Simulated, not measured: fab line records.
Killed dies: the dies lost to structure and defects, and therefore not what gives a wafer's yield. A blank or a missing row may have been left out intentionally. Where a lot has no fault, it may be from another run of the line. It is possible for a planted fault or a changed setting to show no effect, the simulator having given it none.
Lot-split experiment    flow n5Finfet    7 lots, 21 wafers read, on a route of 1938 steps

== ON THE SPLIT ==
At N5_BEOL_M9_COAT_05 (resist thk 90 nm), the setting spinRpm was moved away from the recipe's 1500 rpm on 6 of the 21 wafers read, by -10.2% to +9.8%. The other wafers ran this setting at the recipe's value.

== FROM THE SPLIT TO THE READING: what the file shows between them, 4 steps ==
- N5_BEOL_M9_EBR_07
- N5_BEOL_M9_SOFTBAKE_06: time 60 s
- N5_BEOL_M9_EXPOSE_08: exposes mask M9
- N5_BEOL_M9_PEB_09: peb time 60 s

== THE READING ==
CAR-ArF_of_BEOL_M9_COAT_05.thkNm (the simulator's own value, which no gauge read), in nm, at N5_BEOL_M9_DEVELOP_10 (develop time 30 s). There is no usual value for it anywhere in the file. Here, 15 wafers ran the recipe; their average is 88.2 nm with a standard deviation of 0.24 nm.

wafer   tool, chamber at the split  spinRpm as run, rpm  against the recipe  CAR-ArF_of_BEOL_M9_COAT_05.thkNm, nm  against lot-mates on the recipe
L078.1  lithoTrack-03, 0            1500                 recipe              88.4                                  -
L078.4  lithoTrack-03, 0            1500                 recipe              88                                    -
L078.6  lithoTrack-03, 0            1347                 -10.2%              93.4                                  +5.2
L079.2  lithoTrack-02, 0            1500                 recipe              88.2                                  -
L079.3  lithoTrack-02, 0            1500                 recipe              88                                    -
L079.5  lithoTrack-02, 0            1500                 recipe              88.4                                  -
L082.4  lithoTrack-03, 0            1500                 recipe              88.6                                  -
L082.5  lithoTrack-03, 0            1500                 recipe              88.4                                  -
L082.6  lithoTrack-03, 0            1393                 -7.1%               92                                    +3.5
L083.2  lithoTrack-05, 0            1623                 +8.2%               84.6                                  -3.6
L083.4  lithoTrack-05, 0            1623                 +8.2%               84.4                                  -3.8
L083.6  lithoTrack-05, 0            1500                 recipe              88.2                                  -
L086.3  lithoTrack-03, 0            1500                 recipe              88.4                                  -
L086.6  lithoTrack-03, 0            1500                 recipe              88.4                                  -
L086.5  lithoTrack-03, 0            1500                 recipe              88.6                                  -
L093.1  lithoTrack-02, 0            1500                 recipe              88                                    -
L093.6  lithoTrack-02, 0            1500                 recipe              88                                    -
L093.5  lithoTrack-02, 0            1647                 +9.8%               84                                    -4.0
L097.1  lithoTrack-03, 0            1500                 recipe              87.8                                  -
L097.5  lithoTrack-03, 0            1500                 recipe              88                                    -
L097.6  lithoTrack-03, 0            1406                 -6.3%               91                                    +3.1

THE FIT
A straight line over all 21 wafers: CAR-ArF_of_BEOL_M9_COAT_05.thkNm changes by -0.47 nm for each +1% of spinRpm; r = -0.99; the points scatter about the line by 0.27 nm.
The same after taking each lot's own level away (the mean of its wafers on the recipe; 21 wafers): -0.465 nm for each +1%; r = -1.00; scatter 0.2 nm.
Per that fit: largest spinRpm move, reading shift of 4.7 nm.
The lots' own levels span 87.90 to 88.50 nm, that is 2.5 times the standard deviation above.
The two slopes are in agreement: the lot-to-lot level therefore moves the slope only a little.
Check: with one of the wafers moved furthest among these (-10.2%) left out of the fit, the line predicts +4.66 nm for it against its lot-mates. It came out at +5.2 nm against them.

== THESE WAFERS: OTHER SPLITS ==
Note: prior to the reading, these wafers also went through further splits. Each is held against what the fit with the lots' levels taken away leaves over:
other split on the same wafers   wafers away from the commonest value  r with CAR-ArF_of_BEOL_M9_COAT_05.thkNm (lot level and that fit taken away)
N5_BEOL_M7_TRENCH_ETCH_37 timeS  7                                     -0.23
N5_BEOL_M8_EXPOSE_25 doseMj      9                                     +0.11
N5_BEOL_M8_ETCH_72 h2FlowSccm    6                                     +0.03

== THE WHOLE CHAIN: every reading that the file lists as answering this split, in the file's order ==
step                   what it does       reading                                                                            change (the file's fit)                r (the file's)
N5_BEOL_M9_COAT_05     resist thk 90 nm   CAR-ArF_of_BEOL_M9_COAT_05.thkNm (the simulator's own value, which no gauge read)  -0.464 nm for each +1% of the setting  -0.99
N5_BEOL_M9_DEVELOP_10  develop time 30 s  CAR-ArF_of_BEOL_M9_COAT_05.thkNm (the simulator's own value, which no gauge read)  -0.467 nm for each +1% of the setting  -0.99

== FILE'S OWN FIT ==
CAR-ArF_of_BEOL_M9_COAT_05.thkNm changes by -0.467 nm for each +1% of spinRpm, r = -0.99.
